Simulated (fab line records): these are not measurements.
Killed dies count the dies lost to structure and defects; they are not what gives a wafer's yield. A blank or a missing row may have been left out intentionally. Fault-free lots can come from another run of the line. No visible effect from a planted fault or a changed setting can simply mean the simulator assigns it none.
fab line records	flow nand-harc
record lots=13	wafers=39	last-day=34
route steps=1302 shown P_STI@83 P_GATE@143
lots that met no fault: from a run of the same line without faults
start-h: hours from the record's opening day to when the first of the lot's shown wafers began	wait-h: how many hours have passed since the lot's step before this one	" repeats the value in the row above	L1.1+2: several wafers, shown together as one row	- no value present, or no start provided	* or withheld: withheld	< > ~ a bound
route shown NAME@n: names a module that has steps shown in the file, with the first one's number in the route	usual: mean and standard deviation over wafers with no fault	same: alike in all rows	chamber/n: place in a boat	sites: readings site by site	_std_site: standard deviation of those values	_edge_site: the outer-site mean with the inner-site mean subtracted	radius-mm: how far each site lies from the wafer's centre	mask NAME#n: copy n	behind: the last tool/chamber to shape the wafer	hold: cause of the lot's hold/its duration in hours/its outcome	device: which transistor (n, p or np) failed to switch	end of line: tests run on the same wafers once the route is complete	where a step has no rows: the recipe by itself	killed: count of dies lost to structure and defects at first sort (not the wafer's yield)	map: per-die view of a wafer (x killed, . not killed, _ where there is no die)
set.NAME: the setting that was run; set.NAME@STEP: the one run at that earlier step	model.NAME: the simulator's own value behind a step, which no gauge read
one table for each step of the route and one row for each wafer, over a sample of lots
services: from which hour (start-h, from the record's first day; less than 0 if before it) a tool's chamber was out of use, for how many hours, and why
## steps
# step NHARC_P_STI_CD_MEAS_09
# recipe target-cd-nm=200	landing-energy-ev=500
# usual cd-nm=199.7/2
lot.wafer	tool	chamber	start-h	wait-h	cd-nm
L874.2	cd-sem-03	0	83.98	-	199.5
L874.5	"	0	"	"	202.2
L874.6	"	0	"	"	201.5
L876.1	cd-sem-02	0	103.55	-	200.3
L876.2	"	0	"	"	197.8
L876.6	"	0	"	"	197.2
L877.2	cd-sem-02	0	111.80	-	197.0
L877.3	"	0	"	"	198.7
L877.5	"	0	"	"	196.3
L878.1	cd-sem-01	0	125.46	-	198.4
L878.4	"	0	"	"	200.4
L878.5	"	0	"	"	200.5
L884.1	cd-sem-02	0	182.59	-	198.3
L884.2	"	0	"	"	196.7
L884.3	"	0	"	"	197.9
L885.1	cd-sem-01	0	193.16	-	197.7
L885.3	"	0	"	"	197.7
L885.5	"	0	"	"	199.1
L886.3	cd-sem-02	0	202.15	-	200.9
L886.4	"	0	"	"	202.0
L886.6	"	0	"	"	201.0
L888.1	cd-sem-02	0	225.17	-	200.1
L888.5	"	0	"	"	203.0
L888.6	"	0	"	"	199.6
L889.1	cd-sem-01	0	236.26	-	198.4
L889.3	"	0	"	"	199.8
L889.6	"	0	"	"	201.4
L890.1	cd-sem-03	0	245.56	-	198.9
L890.3	"	0	"	"	200.5
L890.4	"	0	"	"	199.3
L891.1	cd-sem-03	0	256.20	-	196.7
L891.2	"	0	"	"	199.5
L891.3	"	0	"	"	198.1
L892.3	cd-sem-02	0	263.92	-	200.7
L892.4	"	0	"	"	196.9
L892.5	"	0	"	"	197.2
L893.1	cd-sem-01	0	276.78	-	199.1
L893.5	"	0	"	"	200.4
L893.6	"	0	"	"	198.3
# step NHARC_P_STI_DESCUM_14
# recipe time-s=3	o2-flow-sccm=200	ar-flow-sccm=0	bias-power-w=0	chemistry=O2
# usual drypump-motor-current-A=5.9/0.36	oes-product-au=0.996/0.0099	rf-vpp-V=57.7/0.88	showerhead-plenum-p-Torr=1.93/0.07	throttle-valve-pct=11.311/0.0089
lot.wafer	tool	chamber	start-h	wait-h	drypump-motor-current-A	oes-product-au	rf-hours-counter-h	rf-vpp-V	showerhead-plenum-p-Torr	throttle-valve-pct
L874.2	rie-diel-07	3	84.25	-	6.0	0.984	7	58.3	1.90	11.316
L874.5	"	1	"	"	5.6	0.990	-	56.9	2.01	11.311
L874.6	"	2	"	"	5.3	0.984	-	58.8	1.99	11.304
L876.1	rie-diel-11	0	103.81	-	5.8	0.982	1	58.1	2.05	11.307
L876.2	"	2	"	"	6.1	0.983	1	57.5	1.81	11.316
L876.6	"	0	"	"	5.8	0.991	-	57.7	2.05	11.306
L877.3	rie-diel-07	0	112.08	-	6.4	1.002	8	59.0	1.92	11.318
L877.2	"	1	"	"	5.6	1.010	8	58.9	2.01	11.315
L877.5	"	0	"	"	6.4	0.996	-	58.5	1.92	11.311
L878.1	rie-diel-06	3	125.73	-	6.6	0.999	13	57.5	1.89	11.321
L878.4	"	1	"	"	5.5	1.019	14	56.5	2.01	11.309
L878.5	"	2	"	"	5.8	1.000	-	57.5	1.84	11.328
L884.1	rie-diel-06	1	182.85	-	5.6	1.008	2	58.5	2.01	11.324
L884.3	"	3	"	"	6.6	1.000	3	56.6	1.88	11.297
L884.2	"	0	"	"	6.0	1.007	3	57.4	1.89	11.299
L885.3	rie-diel-07	1	193.42	-	5.6	0.982	4	57.7	2.01	11.304
L885.1	"	3	"	"	5.9	0.983	4	57.0	1.90	11.310
L885.5	"	1	"	"	5.6	0.989	-	58.2	2.01	11.306
L886.4	rie-diel-11	1	202.41	-	5.5	0.992	7	56.9	1.96	11.318
L886.3	"	2	"	"	6.1	0.993	7	58.0	1.80	11.335
L886.6	"	1	"	"	5.5	1.002	-	57.7	1.96	11.312
L888.1	rie-diel-06	1	225.45	-	5.6	1.015	6	58.8	2.01	11.318
L888.5	"	0	"	"	6.0	0.996	-	57.0	1.89	11.296
L888.6	"	1	"	"	5.6	1.013	-	57.2	2.01	11.322
L889.1	rie-diel-06	3	236.54	-	6.5	0.995	8	57.7	1.88	11.318
L889.3	"	1	"	"	5.6	1.014	8	58.7	2.01	11.296
L889.6	"	3	"	"	6.6	1.004	-	56.9	1.88	11.312
L890.3	rie-diel-06	3	245.82	-	6.6	1.006	9	56.6	1.88	11.308
L890.4	"	0	"	"	6.0	1.013	10	58.3	1.89	11.306
L890.1	"	1	"	"	5.6	1.013	9	58.3	2.01	11.307
L891.2	rie-diel-07	1	256.50	-	5.6	0.980	6	59.5	2.01	11.304
L891.1	"	2	"	"	5.4	0.995	5	58.9	1.99	11.315
L891.3	"	3	"	"	6.0	0.992	6	57.3	1.90	11.290
L892.4	rie-diel-06	3	264.17	-	6.5	0.987	10	56.9	1.88	11.306
L892.3	"	0	"	"	6.0	0.995	11	58.5	1.89	11.315
L892.5	"	3	"	"	6.6	0.986	-	57.5	1.88	11.305
L893.1	rie-diel-06	2	277.04	-	5.8	0.993	12	57.4	1.84	11.292
L893.5	"	2	"	"	5.7	1.003	-	56.6	1.84	11.305
L893.6	"	3	"	"	6.6	0.985	-	58.3	1.88	11.321
# step NHARC_P_GATE_INSPECT_28
# usual raw-defect-count=6.2/2.8
lot.wafer	tool	chamber	start-h	wait-h	raw-defect-count
L874.2	defect-inspect-01	-	133.45	0.0	5
L874.5	"	-	"	"	6
L874.6	"	-	"	"	8
L876.1	defect-inspect-01	-	156.49	0.0	11
L876.2	"	-	"	"	11
L876.6	"	-	"	"	9
L877.2	defect-inspect-02	-	162.81	0.0	6
L877.3	"	-	"	"	3
L877.5	"	-	"	"	5
L878.1	defect-inspect-02	-	174.72	0.0	9
L878.4	"	-	"	"	4
L878.5	"	-	"	"	10
L885.1	defect-inspect-02	-	243.44	0.0	5
L885.3	"	-	"	"	9
L885.5	"	-	"	"	9
L884.1	defect-inspect-02	-	244.11	0.0	9
L884.2	"	-	"	"	8
L884.3	"	-	"	"	7
L886.3	defect-inspect-02	-	253.66	0.0	2
L886.4	"	-	"	"	10
L886.6	"	-	"	"	6
L888.1	defect-inspect-01	-	277.87	0.0	5
L888.5	"	-	"	"	8
L888.6	"	-	"	"	1
L889.1	defect-inspect-02	-	286.21	0.0	1
L889.3	"	-	"	"	5
L889.6	"	-	"	"	3
L890.1	defect-inspect-02	-	312.33	0.0	6
L890.3	"	-	"	"	6
L890.4	"	-	"	"	6
L891.1	defect-inspect-01	-	317.97	0.0	8
L891.2	"	-	"	"	9
L891.3	"	-	"	"	8
L892.3	defect-inspect-02	-	318.88	0.0	0
L892.4	"	-	"	"	7
L892.5	"	-	"	"	8
L893.1	defect-inspect-02	-	337.83	0.0	10
L893.5	"	-	"	"	2
L893.6	"	-	"	"	5
# step NHARC_P_GATE_EXPOSE_43
# recipe na=0.6	target-cd-nm=720	dose-mj=14.81	mask-id=P_NSD
# usual reticle-temp-C=22.97/0.1	stage-vel-mm-s=500.05/0.28
lot.wafer	tool	chamber	start-h	wait-h	mask	reticle-temp-C	stage-vel-mm-s
L874.2	krf-scanner-02	0	145.16	-	P_NSD#0	23.05	500.15
L874.5	"	0	"	"	P_NSD#0	23.11	499.53
L874.6	"	0	"	"	P_NSD#0	22.95	499.81
L876.1	krf-scanner-01	0	168.33	-	P_NSD#0	22.80	499.43
L876.2	"	0	"	"	P_NSD#0	22.78	499.36
L876.6	"	0	"	"	P_NSD#0	22.98	499.92
L877.2	krf-scanner-03	0	174.50	-	P_HVPW#0	23.05	500.43
L877.3	"	0	"	"	P_HVPW#0	22.97	500.62
L877.5	"	0	"	"	P_HVPW#0	22.93	500.59
L878.1	krf-scanner-01	0	186.47	-	P_NSD#0	22.92	500.19
L878.4	"	0	"	"	P_NSD#0	22.99	500.16
L878.5	"	0	"	"	P_NSD#0	23.03	500.18
L885.1	krf-scanner-02	0	255.10	-	P_NSD#0	22.79	500.07
L885.3	"	0	"	"	P_NSD#0	22.82	499.97
L885.5	"	0	"	"	P_NSD#0	22.90	500.20
L884.1	krf-scanner-02	0	255.74	-	P_NSD#0	22.82	500.47
L884.2	"	0	"	"	P_NSD#0	22.83	500.14
L884.3	"	0	"	"	P_NSD#0	23.04	500.48
L886.3	krf-scanner-03	0	265.42	-	P_NSD#0	22.89	499.94
L886.4	"	0	"	"	P_NSD#0	22.77	499.74
L886.6	"	0	"	"	P_NSD#0	22.79	499.90
L888.1	krf-scanner-02	0	289.36	-	P_NSD#0	23.02	500.05
L888.5	"	0	"	"	P_NSD#0	22.93	499.93
L888.6	"	0	"	"	P_NSD#0	22.92	500.56
L889.1	krf-scanner-02	0	297.79	-	P_NSD#0	23.00	500.10
L889.3	"	0	"	"	P_NSD#0	23.04	500.15
L889.6	"	0	"	"	P_NSD#0	22.97	499.58
L890.1	krf-scanner-03	0	323.98	-	P_NSD#0	22.97	499.57
L890.3	"	0	"	"	P_NSD#0	23.00	499.48
L890.4	"	0	"	"	P_NSD#0	22.90	499.39
L891.1	krf-scanner-01	0	329.61	-	P_NSD#0	22.95	499.93
L891.2	"	0	"	"	P_NSD#0	23.00	500.03
L891.3	"	0	"	"	P_NSD#0	22.88	500.02
L892.3	krf-scanner-02	0	330.62	-	P_NSD#0	22.98	500.16
L892.4	"	0	"	"	P_NSD#0	22.94	500.38
L892.5	"	0	"	"	P_NSD#0	22.93	500.19
L893.1	krf-scanner-02	0	349.52	-	P_NSD#0	23.05	500.08
L893.5	"	0	"	"	P_NSD#0	22.96	500.21
L893.6	"	0	"	"	P_NSD#0	22.95	499.86
# step NHARC_P_GATE_CD_MEAS_46
# recipe target-cd-nm=720	landing-energy-ev=500
# usual cd-nm=719.8/1.9
lot.wafer	tool	chamber	start-h	wait-h	cd-nm
L874.2	cd-sem-01	0	145.31	-	721.5
L874.5	"	0	"	"	721.4
L874.6	"	0	"	"	719.8
L876.1	cd-sem-03	0	168.48	-	719.4
L876.2	"	0	"	"	720.6
L876.6	"	0	"	"	717.5
L877.2	cd-sem-03	0	174.65	-	-
L877.3	"	0	"	"	-
L877.5	"	0	"	"	-
L878.1	cd-sem-02	0	186.63	-	719.7
L878.4	"	0	"	"	720.2
L878.5	"	0	"	"	720.1
L885.1	cd-sem-02	0	255.26	-	715.9
L885.3	"	0	"	"	718.3
L885.5	"	0	"	"	718.5
L884.1	cd-sem-02	0	255.90	-	717.8
L884.2	"	0	"	"	721.6
L884.3	"	0	"	"	719.1
L886.3	cd-sem-02	0	265.57	-	718.9
L886.4	"	0	"	"	719.3
L886.6	"	0	"	"	720.3
L888.1	cd-sem-01	0	289.51	-	721.2
L888.5	"	0	"	"	721.9
L888.6	"	0	"	"	720.5
L889.1	cd-sem-01	0	297.96	-	719.2
L889.3	"	0	"	"	717.4
L889.6	"	0	"	"	714.9
L890.1	cd-sem-01	0	324.14	-	717.3
L890.3	"	0	"	"	719.1
L890.4	"	0	"	"	715.8
L891.1	cd-sem-02	0	329.77	-	719.8
L891.2	"	0	"	"	718.5
L891.3	"	0	"	"	716.8
L892.3	cd-sem-01	0	330.77	-	720.0
L892.4	"	0	"	"	719.7
L892.5	"	0	"	"	720.2
L893.1	cd-sem-02	0	349.67	-	721.8
L893.5	"	0	"	"	720.1
L893.6	"	0	"	"	720.6
## services
tool	chamber	start-h	hours	kind
rie-diel-11	-	78.50	9.0	pm
rie-diel-07	-	82.72	0.9	repair
rie-diel-06	3	91.07	6.3	repair
krf-scanner-02	-	94.00	4.0	pm
rie-diel-07	-	117.20	9.0	pm
krf-scanner-03	-	121.22	10.0	repair
rie-diel-06	-	130.35	9.0	pm
krf-scanner-03	-	139.82	7.1	repair
krf-scanner-01	-	140.00	4.0	pm
krf-scanner-01	-	146.47	0.2	repair
rie-diel-07	2	151.73	10.3	repair
rie-diel-07	0	162.10	1.4	repair
rie-diel-07	-	170.04	0.6	repair
rie-diel-07	0	174.04	4.4	repair
rie-diel-06	2	187.04	6.6	repair
krf-scanner-01	-	208.21	15.4	repair
krf-scanner-03	-	224.00	4.0	pm
rie-diel-06	3	224.66	6.1	repair
krf-scanner-02	-	263.45	5.3	repair
krf-scanner-02	-	268.76	4.0	pm
krf-scanner-02	-	292.47	1.3	repair
rie-diel-07	-	294.20	9.0	pm
rie-diel-06	-	307.35	9.0	pm
krf-scanner-01	-	312.00	4.0	pm
## key
first-sign step=NHARC_P_GATE_EXPOSE_43	reading=mask	direction=changed
effect step=NHARC_P_GATE_CD_MEAS_46	reading=cd-nm	direction=missing
met-at NHARC_P_GATE_EXPOSE_43
struck-lots L877
later-rows-left-out L877.2,L877.3,L877.5
sort-left-out L877.2,L877.3,L877.5
tester-left-out L877
not-acting-at NHARC_P_STI_CD_MEAS_09,NHARC_P_STI_DESCUM_14,NHARC_P_GATE_INSPECT_28
fault kind=wrong-mask	tool=any	chamber=-	onset-h=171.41	steps=NHARC_P_GATE_EXPOSE_43	aux-copy=P_HVPW#0	scope=struck-lots-only
# tester-left-out: of these lots the tester's yield and bins aren't shown, on N5 and GAA mostly nor the transistor test; their killed dies are dies lost to structure and defects alone, not to doping, threshold or leakage, so they don't give the yield
# sort-left-out: the simulated sort isn't trusted on such a fault, so these wafers' sort isn't shown, and their yield isn't known
# later-rows-left-out: the simulator's readings of these wafers behind a module that went badly wrong aren't trusted and aren't shown, but for the sort
